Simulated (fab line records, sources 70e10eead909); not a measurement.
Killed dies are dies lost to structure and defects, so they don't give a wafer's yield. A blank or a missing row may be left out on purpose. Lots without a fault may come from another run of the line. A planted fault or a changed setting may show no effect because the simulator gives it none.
Chamber matching | flow nand_harc | NHARC_P_GATE_DESCUM_48 on rie_diel-08: 4 sister chambers
The step chemistry O2, time 3 s. 4 wafers are shown with their chamber, then 8 later ones without.

WAFERS WITH THEIR CHAMBER
wafer  | chamber | showerhead_plenum_p_Torr (Torr)
L083.2 | 3       | 1.99
L087.2 | 0       | 1.97
L087.3 | 1       | 1.88
L094.1 | 2       | 1.77

WAFERS WITHOUT THEIR CHAMBER
wafer  | showerhead_plenum_p_Torr (Torr)
L094.4 | 1.98
L094.6 | 1.77
L096.1 | 1.77
L096.4 | 1.98
L096.6 | 1.96
L097.1 | 1.77
L097.4 | 1.96
L097.6 | 1.98

WHICH CHAMBER EACH WENT THROUGH
wafer  | from the rows above     | in truth
L094.4 | can't be placed: 0 or 3 | 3
L094.6 | 2                       | 2
L096.1 | 2                       | 2
L096.4 | can't be placed: 0 or 3 | 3
L096.6 | 0                       | 0
L097.1 | 2                       | 2
L097.4 | 0                       | 0
L097.6 | can't be placed: 0 or 3 | 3
Placed correctly: 5 of 8. Can't be placed from these rows: 3 (the true chamber is among the candidates in 3). Placed wrongly: 0.
How it was worked out, from the rows above alone: a wafer's distance from a chamber is the root of the sum, over the readings, of the square of ((its reading less the chamber's mean) divided by the reading's scatter). The wafer belongs to the nearest chamber; if the next one is less than 2 further off, it can't be placed. A chamber's mean is the mean of its shown wafers. The scatter: with one shown wafer a chamber, the root of the mean of the squares of how far each hidden wafer lies from its nearest shown one.
